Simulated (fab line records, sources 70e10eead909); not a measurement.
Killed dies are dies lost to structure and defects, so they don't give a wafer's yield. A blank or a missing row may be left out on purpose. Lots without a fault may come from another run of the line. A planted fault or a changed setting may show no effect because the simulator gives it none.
fab line records | flow nand_harc
record lots=7 wafers=21 last_day=33
route steps=1302 shown A_SOURCE_PLATE@414 A_ONON_D1@424 END@1302
lots that met no fault: from a run of the same line without faults
start_h: hours from the record's first day to the start of the lot's first wafer shown | wait_h: hours since the lot's step before | " the same as in the row above | L1.1+2: a row that stands for several wafers | - no value, or no start given | * or withheld: withheld | < > ~ a bound
route shown NAME@n: a module of which the file shows steps, and the number in the route of the first | usual: mean/standard deviation of fault-free wafers | same: alike in all rows | chamber/n: place in a boat | sites: the reading at each site | _std_site: their standard deviation | _edge_site: outer sites' mean less inner sites' | radius_mm: how far each site lies from the wafer's centre | mask NAME#n: copy n | behind: the tool/chamber that last shaped the wafer | hold: why the lot was held/for how many hours/how that ended | device: the transistor (n, p or np) that didn't switch | end of line: the same wafers' tests at the end of the route | a step without rows: its recipe alone | killed: dies lost to structure and defects at the first sort, not the wafer's yield | map: a wafer's dies, x killed, . not, _ none there
set.NAME: the setting as run; set.NAME@STEP: as run at that earlier step | model.NAME: the simulator's own value behind a step, which no gauge read
lots at some steps of the route; a table a step, a row a wafer
services: from which hour (start_h, from the record's first day; less than 0 if before it) a tool's chamber was out of use, for how many hours, and why
## steps
# step NHARC_A_SOURCE_PLATE_SRD_01
# step NHARC_A_SOURCE_PLATE_OXIDE_02
# recipe target_thk_a=100 temp_c=900 ox_time_s=1362 material=SiO2
# step NHARC_A_SOURCE_PLATE_THK_MEAS_09
# recipe thk_meas_gauge=ellipsometry
# usual thk_nm=9.6/0.91
# columns lot.wafer tool chamber start_h wait_h thk_nm
L936.2 film_metro-02 - 177.24 0.4 10.1
L936.5 " - " " 10.4
L936.6 " - " " 10.0
L939.3 film_metro-02 - 200.01 0.4 9.2
L939.4 " - " " 9.5
L939.5 " - " " 8.8
L947.2 film_metro-01 - 291.39 0.4 10.3
L947.5 " - " " 8.9
L947.6 " - " " 10.6
L950.1 film_metro-02 - 311.36 0.4 9.8
L950.2 " - " " 8.9
L950.6 " - " " 10.0
L951.3 film_metro-02 - 317.48 0.4 9.5
L951.4 " - " " 7.9
L951.5 " - " " 10.6
L956.3 film_metro-01 - 362.86 0.4 9.2
L956.5 " - " " 8.3
L956.6 " - " " 10.0
L957.2 film_metro-01 - 380.49 0.4 11.0
L957.3 " - " " 10.0
L957.5 " - " " 10.2
# step NHARC_A_SOURCE_PLATE_PVD_04
# recipe target_thk_a=500 material=WSi2
# step NHARC_A_SOURCE_PLATE_CVD_03
# recipe target_thk_a=2000 temp_c=620 pressure_mtorr=200 time_s=4000 material=poly-Si
# step NHARC_A_SOURCE_PLATE_ANNEAL_05
# recipe temp_c=850 time_s=1800
# step NHARC_A_SOURCE_PLATE_THK_MEAS_06
# recipe thk_meas_gauge=ellipsometry
# usual thk_nm=200.0/2.2
# columns lot.wafer tool chamber start_h wait_h thk_nm
L936.2 film_metro-01 - 191.98 0.4 196.2
L936.5 " - " " 200.8
L936.6 " - " " 199.5
L939.3 film_metro-02 - 213.06 0.4 198.8
L939.4 " - " " 199.9
L939.5 " - " " 198.0
L947.2 film_metro-02 - 304.72 0.4 201.8
L947.5 " - " " 203.5
L947.6 " - " " 203.6
L950.1 film_metro-01 - 324.31 0.4 199.8
L950.2 " - " " 199.2
L950.6 " - " " 199.9
L951.3 film_metro-02 - 331.51 0.4 202.6
L951.4 " - " " 201.0
L951.5 " - " " 197.4
L956.3 film_metro-01 - 376.18 0.4 202.9
L956.5 " - " " 202.9
L956.6 " - " " 201.7
L957.2 film_metro-02 - 394.86 0.4 204.0
L957.3 " - " " 205.6
L957.5 " - " " 203.5
# step NHARC_A_SOURCE_PLATE_INSPECT_08
# usual raw_defect_count=67/28
# columns lot.wafer tool chamber start_h wait_h raw_defect_count
L936.2 defect_inspect-01 - 192.08 0.0 173
L936.5 " - " " 76
L936.6 " - " " 60
L939.3 defect_inspect-02 - 213.14 0.0 69
L939.4 " - " " 64
L939.5 " - " " 40
L947.2 defect_inspect-02 - 304.82 0.0 59
L947.5 " - " " 46
L947.6 " - " " 32
L950.1 defect_inspect-02 - 324.40 0.0 48
L950.2 " - " " 45
L950.6 " - " " 77
L951.3 defect_inspect-02 - 331.61 0.0 60
L951.4 " - " " 45
L951.5 " - " " 24
L956.3 defect_inspect-02 - 376.25 0.0 44
L956.5 " - " " 58
L956.6 " - " " 72
L957.2 defect_inspect-02 - 394.96 0.0 48
L957.3 " - " " 33
L957.5 " - " " 49
# step NHARC_A_ONON_D1_DEP_00
# recipe target_thk_a=10000 n2_flow_sccm=2750 n2o_flow_sccm=2000 nh3_flow_sccm=500 sih4_flow_sccm=210 temp_c=400
# step NHARC_A_ONON_D1_THK_MEAS_02
# recipe thk_meas_gauge=ellipsometry
# usual thk_nm=999/8.6
# columns lot.wafer tool chamber start_h wait_h thk_nm
L936.2 film_metro-02 - 192.67 - 996
L936.5 " - " " 999
L936.6 " - " " 999
L939.3 film_metro-01 - 213.72 - 997
L939.4 " - " " 999
L939.5 " - " " 999
L947.2 film_metro-02 - 305.50 - 988
L947.5 " - " " 987
L947.6 " - " " 988
L950.1 film_metro-01 - 325.00 - 1007
L950.2 " - " " 1009
L950.6 " - " " 1008
L951.3 film_metro-02 - 332.19 - 988
L951.4 " - " " 988
L951.5 " - " " 989
L956.3 film_metro-01 - 376.83 - 996
L956.5 " - " " 994
L956.6 " - " " 996
L957.2 film_metro-02 - 395.54 - 1007
L957.3 " - " " 1007
L957.5 " - " " 1008
# step NHARC_A_ONON_D1_DEP_03
# recipe target_thk_a=10000 n2_flow_sccm=2750 n2o_flow_sccm=2000 nh3_flow_sccm=500 sih4_flow_sccm=210 temp_c=400
# usual n2_flow_sccm=2750/8.5 n2o_flow_sccm=1999/6.1
# columns lot.wafer tool chamber start_h wait_h n2_flow_sccm n2o_flow_sccm
L936.2 pecvd_onon-04 0 192.78 0.1 2750 2006
L936.5 " 0 " " 2751 1994
L936.6 " 0 " " 2736 2004
L939.3 pecvd_onon-03 0 213.89 0.2 2757 2004
L939.4 " 0 " " 2751 2013
L939.5 " 0 " " 2760 2004
L947.2 pecvd_onon-03 - 305.62 0.1 - -
L947.5 " - " " - -
L947.6 " - " " - -
L950.1 pecvd_onon-02 - 325.05 0.1 - -
L950.2 " - " " - -
L950.6 " - " " - -
L951.3 pecvd_onon-03 - 332.36 0.2 - -
L951.4 " - " " - -
L951.5 " - " " - -
L956.3 pecvd_onon-03 0 377.00 0.2 2737 1992
L956.5 " 0 " " 2744 1990
L956.6 " 0 " " 2744 1998
L957.2 pecvd_onon-04 0 395.65 0.1 2758 1989
L957.3 " 0 " " 2745 2002
L957.5 " 0 " " 2739 1998
# step NHARC_A_ONON_D1_DEP_06
# recipe target_thk_a=10000 n2_flow_sccm=2750 n2o_flow_sccm=2000 nh3_flow_sccm=500 sih4_flow_sccm=210 temp_c=400
# step NHARC_A_ONON_D1_DEP_09
# recipe target_thk_a=10000 n2_flow_sccm=2750 n2o_flow_sccm=2000 nh3_flow_sccm=500 sih4_flow_sccm=210 temp_c=400
# step NHARC_A_ONON_D1_DEP_12
# recipe target_thk_a=10000 n2_flow_sccm=2750 n2o_flow_sccm=2000 nh3_flow_sccm=500 sih4_flow_sccm=210 temp_c=400
# step NHARC_A_ONON_D1_ANNEAL_15
# recipe temp_c=750 time_s=3600
# step NHARC_END_SORT_01
# recipe temp_c=25
# usual killed_at_array=59/17 killed_at_other=0.9/1.6 killed_at_periphery=3.7/2.3 killed_dies=64/17 killed_open=3.3/1.8 killed_short=2.4/1.6
# same gross_dies=677
# columns lot.wafer tool chamber start_h wait_h killed_at_array killed_at_other killed_at_periphery killed_dies killed_open killed_short
L947.2 prober-01 0 701.35 2.8 670 1 6 677 3 3
L947.5 prober-01 0 703.74 3.7 676 0 1 677 4 2
L947.6 prober-01 0 704.54 4.0 672 1 4 677 3 2
L950.1 prober-02 0 714.80 2.5 672 0 5 677 3 2
L950.2 prober-02 0 715.61 2.8 675 0 2 677 4 3
L950.6 prober-02 0 718.84 4.0 676 0 1 677 3 2
L951.3 prober-02 0 731.64 3.1 673 0 4 677 3 2
L951.4 prober-02 0 732.43 3.4 674 0 3 677 2 4
L951.5 prober-02 0 733.22 3.7 670 1 6 677 4 0
# killed by level:class
L947.2 A_ONON_D1:area_dep=592 A_CHANNEL_HOLE_D1:chamber_film_flake=27 A_CHANNEL_HOLE_D2:chamber_film_flake=20 A_CONTACT:chamber_film_flake=11 A_SLIT:chamber_film_flake=6 A_DECK1_JOINT:chamber_film_flake=4 A_CHANNEL_FILL_D1:chamber_film_flake=2 A_CHANNEL_FILL_D2:chamber_film_flake=2
L947.5 A_ONON_D1:area_dep=602 A_CHANNEL_HOLE_D2:chamber_film_flake=23 A_CHANNEL_HOLE_D1:chamber_film_flake=21 A_CONTACT:chamber_film_flake=14 A_SLIT:chamber_film_flake=3 A_DECK1_JOINT:chamber_film_flake=3 A_M1:geometric_particle:open=2 A_CHANNEL_FILL_D1:chamber_film_flake=2
L947.6 A_ONON_D1:area_dep=597 A_CHANNEL_HOLE_D1:chamber_film_flake=28 A_CHANNEL_HOLE_D2:chamber_film_flake=17 A_CONTACT:chamber_film_flake=13 A_SLIT:chamber_film_flake=3 A_BLC:chamber_film_flake=3 A_DECK1_JOINT:chamber_film_flake=2 A_WL_FILL:chamber_film_flake=2
L950.1 A_ONON_D1:area_dep=614 A_CHANNEL_HOLE_D1:chamber_film_flake=27 A_CHANNEL_HOLE_D2:chamber_film_flake=22 A_CONTACT:chamber_film_flake=5 P_GATE:geometric_particle:open=1 P_CONTACT:geometric_particle:short=1 P_M0:geometric_particle:open=1 A_CHANNEL_HOLE_D1:geometric_particle:open=1
L950.2 A_ONON_D1:area_dep=601 A_CHANNEL_HOLE_D1:chamber_film_flake=34 A_CHANNEL_HOLE_D2:chamber_film_flake=26 A_SLIT:chamber_film_flake=4 A_CONTACT:chamber_film_flake=3 A_BLC:geometric_particle:open=2 P_M1:geometric_particle:open=1 A_STAIRCASE:geometric_particle:short=1
L950.6 A_ONON_D1:area_dep=616 A_CHANNEL_HOLE_D1:chamber_film_flake=29 A_CHANNEL_HOLE_D2:chamber_film_flake=18 A_CONTACT:chamber_film_flake=5 P_M1:geometric_particle:open=1 A_SOURCE_PLATE:geometric_particle:short=1 A_ONON_D1:geometric_particle:open=1 A_DECK1_JOINT:geometric_particle:open=1
L951.3 A_ONON_D1:area_dep=603 A_SLIT:chamber_film_flake=35 A_CHANNEL_HOLE_D1:chamber_film_flake=24 A_SGD_CUT:chamber_film_flake=3 A_ONON_D1:geometric_particle:short=2 A_CONTACT:chamber_film_flake=2 P_CONTACT:geometric_particle:open=1 A_CHANNEL_FILL_D1:geometric_particle:open=1
L951.4 A_ONON_D1:area_dep=605 A_SLIT:chamber_film_flake=33 A_CHANNEL_HOLE_D1:chamber_film_flake=22 A_WL_FILL:geometric_particle:short=2 A_STAIRCASE:chamber_film_flake=2 A_SGD_CUT:chamber_film_flake=2 A_CONTACT:chamber_film_flake=2 P_M0:geometric_particle:open=1
L951.5 A_ONON_D1:area_dep=603 A_CHANNEL_HOLE_D1:chamber_film_flake=29 A_SLIT:chamber_film_flake=26 P_STI:chamber_film_flake=5 A_CONTACT:chamber_film_flake=5 A_CHANNEL_FILL_D1:geometric_particle:open=2 A_SGD_CUT:chamber_film_flake=2 A_ONON_D2:geometric_particle:open=1
# map L947.2 (x killed, . not)
____________x____________
_________xxxxxxx_________
_______xxxxxxxxxxx_______
______xxxxxxxxxxxxx______
_____xxxxxxxxxxxxxxx_____
____xxxxxxxxxxxxxxxxx____
____xxxxxxxxxxxxxxxxx____
___xxxxxxxxxxxxxxxxxxx___
___xxxxxxxxxxxxxxxxxxx___
__xxxxxxxxxxxxxxxxxxxxx__
__xxxxxxxxxxxxxxxxxxxxx__
_xxxxxxxxxxxxxxxxxxxxxxx_
_xxxxxxxxxxxxxxxxxxxxxxx_
_xxxxxxxxxxxxxxxxxxxxxxx_
_xxxxxxxxxxxxxxxxxxxxxxx_
_xxxxxxxxxxxxxxxxxxxxxxx_
xxxxxxxxxxxxxxxxxxxxxxxxx
xxxxxxxxxxxxxxxxxxxxxxxxx
xxxxxxxxxxxxxxxxxxxxxxxxx
xxxxxxxxxxxxxxxxxxxxxxxxx
xxxxxxxxxxxxxxxxxxxxxxxxx
_xxxxxxxxxxxxxxxxxxxxxxx_
_xxxxxxxxxxxxxxxxxxxxxxx_
_xxxxxxxxxxxxxxxxxxxxxxx_
_xxxxxxxxxxxxxxxxxxxxxxx_
_xxxxxxxxxxxxxxxxxxxxxxx_
__xxxxxxxxxxxxxxxxxxxxx__
__xxxxxxxxxxxxxxxxxxxxx__
___xxxxxxxxxxxxxxxxxxx___
___xxxxxxxxxxxxxxxxxxx___
____xxxxxxxxxxxxxxxxx____
____xxxxxxxxxxxxxxxxx____
_____xxxxxxxxxxxxxxx_____
______xxxxxxxxxxxxx______
_______xxxxxxxxxxx_______
_________xxxxxxx_________
____________x____________
# map L950.1 (x killed, . not)
____________x____________
_________xxxxxxx_________
_______xxxxxxxxxxx_______
______xxxxxxxxxxxxx______
_____xxxxxxxxxxxxxxx_____
____xxxxxxxxxxxxxxxxx____
____xxxxxxxxxxxxxxxxx____
___xxxxxxxxxxxxxxxxxxx___
___xxxxxxxxxxxxxxxxxxx___
__xxxxxxxxxxxxxxxxxxxxx__
__xxxxxxxxxxxxxxxxxxxxx__
_xxxxxxxxxxxxxxxxxxxxxxx_
_xxxxxxxxxxxxxxxxxxxxxxx_
_xxxxxxxxxxxxxxxxxxxxxxx_
_xxxxxxxxxxxxxxxxxxxxxxx_
_xxxxxxxxxxxxxxxxxxxxxxx_
xxxxxxxxxxxxxxxxxxxxxxxxx
xxxxxxxxxxxxxxxxxxxxxxxxx
xxxxxxxxxxxxxxxxxxxxxxxxx
xxxxxxxxxxxxxxxxxxxxxxxxx
xxxxxxxxxxxxxxxxxxxxxxxxx
_xxxxxxxxxxxxxxxxxxxxxxx_
_xxxxxxxxxxxxxxxxxxxxxxx_
_xxxxxxxxxxxxxxxxxxxxxxx_
_xxxxxxxxxxxxxxxxxxxxxxx_
_xxxxxxxxxxxxxxxxxxxxxxx_
__xxxxxxxxxxxxxxxxxxxxx__
__xxxxxxxxxxxxxxxxxxxxx__
___xxxxxxxxxxxxxxxxxxx___
___xxxxxxxxxxxxxxxxxxx___
____xxxxxxxxxxxxxxxxx____
____xxxxxxxxxxxxxxxxx____
_____xxxxxxxxxxxxxxx_____
______xxxxxxxxxxxxx______
_______xxxxxxxxxxx_______
_________xxxxxxx_________
____________x____________
## services
# columns tool chamber start_h hours kind
pecvd_onon-02 - 185.00 13.0 pm
pecvd_onon-03 - 227.00 13.0 pm
pecvd_onon-04 - 311.35 13.0 pm
pecvd_onon-02 - 366.00 13.0 pm
pecvd_onon-03 - 377.52 1.9 repair
## key
first_sign step=NHARC_A_ONON_D1_DEP_03 reading=tool_record direction=missing
effect step=NHARC_END_SORT_01 reading=killed_at_array direction=up sigmas=37 usual=59 struck=673
more_kills_born_at NHARC_A_ONON_D1_DEP_03@pecvd_onon-03=3602 NHARC_A_ONON_D1_DEP_03@pecvd_onon-02=1831
met_at NHARC_A_ONON_D1_DEP_03
struck_wafers L947.2,L947.5,L947.6,L950.1,L950.2,L950.6,L951.3,L951.4,L951.5
later_rows_left_out L947.2,L947.5,L947.6,L950.1,L950.2,L950.6,L951.3,L951.4,L951.5
tester_left_out L947,L950,L951
onset_between 213.89 305.62
fault kind=skipped_step_whole tool=pecvd_onon-02,pecvd_onon-03 chamber=- onset_h=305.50 steps=NHARC_A_ONON_D1_DEP_03 scope=struck_lots_only
# tester_left_out: of these lots the tester's yield and bins aren't shown, on N5 and GAA mostly nor the transistor test; their killed dies are dies lost to structure and defects alone, not to doping, threshold or leakage, so they don't give the yield
# later_rows_left_out: the simulator's readings of these wafers behind a module that went badly wrong aren't trusted and aren't shown, but for the sort
